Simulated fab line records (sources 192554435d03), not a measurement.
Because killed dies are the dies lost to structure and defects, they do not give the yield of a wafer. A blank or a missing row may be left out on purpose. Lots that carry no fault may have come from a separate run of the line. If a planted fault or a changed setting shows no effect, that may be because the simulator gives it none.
A single fault, viewed from 2 desks	flow n5Finfet	only its own numbers are on each desk; what lay behind them is given at the end

== METROLOGY DESK ==
Lot by lot, what the gauges showed, no matter which tool ran the lot: averages of those sampled wafers that carry a number. A lot is out of limits, marked OUT, if its mean lies more than 4 standard deviations from the usual mean; the brackets give that distance.
Columns: A = PAD_OVL at N5_PASSIVATION_OVL_MEAS_63, usual 1 nm
lot	first seen here	A
L930	day 12 08:25	-4
L928	day 12 13:04	-7
L931	day 13 05:47	-3
L932	day 13 06:16	-0
L937	day 14 08:47	-3
L936	day 14 10:54	-7
L938	day 14 21:50	7
L948	day 17 04:11	8
L946	day 17 08:14	3
L947	day 17 08:38	-4
L950	day 17 22:01	1
L951	day 17 23:22	9
This desk's finding: nothing out of limits on any of the 12 lots.

== THE TOOL OWNER'S DESK: plasmaAsher-02 ==
The tool's own readings at N5_GATE_CUT_STRIP_21 (strips in N2/H2, time 30 s): means of the sampled wafers that have a number, for each lot that ran on this tool. A lot is out of limits, marked OUT, if its mean lies more than 4 standard deviations from the usual mean; the brackets give that distance.
Columns: A = drypumpMotorCurrentA at N5_GATE_CUT_STRIP_21, usual 5.8 A; B = heaterPowerW at N5_GATE_CUT_STRIP_21, usual 350 W
lot	first seen here	A	B
L928	day 4 11:23	5.2	361
L936	day 6 10:43	5.2	357
L938	day 7 02:31	5.2	352
L950	day 10 00:16	5.2	362
This desk's finding: nothing out of limits on any of the 4 lots.

== ALL TOGETHER ==
Nothing out of limits was seen by the metrology desk.
The tool owner's desk saw nothing out of limits.

== WHAT THE SIMULATOR PUT IN ==
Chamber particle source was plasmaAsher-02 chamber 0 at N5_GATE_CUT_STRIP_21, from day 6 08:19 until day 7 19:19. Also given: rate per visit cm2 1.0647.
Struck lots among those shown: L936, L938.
